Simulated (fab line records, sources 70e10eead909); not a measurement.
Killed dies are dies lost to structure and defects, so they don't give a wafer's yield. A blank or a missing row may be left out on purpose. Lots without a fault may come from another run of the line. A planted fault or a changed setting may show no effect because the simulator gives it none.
Chamber matching | flow nand_harc | NHARC_A_M0_STRIP_18 on rie_diel-13: 4 sister chambers
The step strips in N2/H2. 4 wafers are shown with their chamber, then 7 later ones without.

WAFERS WITH THEIR CHAMBER
wafer  | chamber | rf_vpp_V (V)
L082.5 | 1       | 90.4
L085.4 | 2       | 91.9
L091.2 | 0       | 90.2
L091.4 | 3       | 91.0

WAFERS WITHOUT THEIR CHAMBER
wafer  | rf_vpp_V (V)
L091.5 | 90.2
L093.1 | 92.1
L093.2 | 89.6
L093.4 | 91.7
L095.1 | 90.2
L095.3 | 89.8
L095.4 | 91.3

WHICH CHAMBER EACH WENT THROUGH
wafer  | from the rows above          | in truth
L091.5 | can't be placed: 0 or 1      | 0
L093.1 | 2                            | 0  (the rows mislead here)
L093.2 | can't be placed: 0 or 1      | 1
L093.4 | can't be placed: 2 or 3      | 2
L095.1 | can't be placed: 0 or 1      | 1
L095.3 | can't be placed: 0 or 1      | 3
L095.4 | can't be placed: 3 or 2 or 1 | 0
Placed correctly: 0 of 7. Can't be placed from these rows: 6 (the true chamber is among the candidates in 4). Placed wrongly: 1.
How it was worked out, from the rows above alone: a wafer's distance from a chamber is the root of the sum, over the readings, of the square of ((its reading less the chamber's mean) divided by the reading's scatter). The wafer belongs to the nearest chamber; if the next one is less than 2 further off, it can't be placed. A chamber's mean is the mean of its shown wafers. The scatter: with one shown wafer a chamber, the root of the mean of the squares of how far each hidden wafer lies from its nearest shown one.
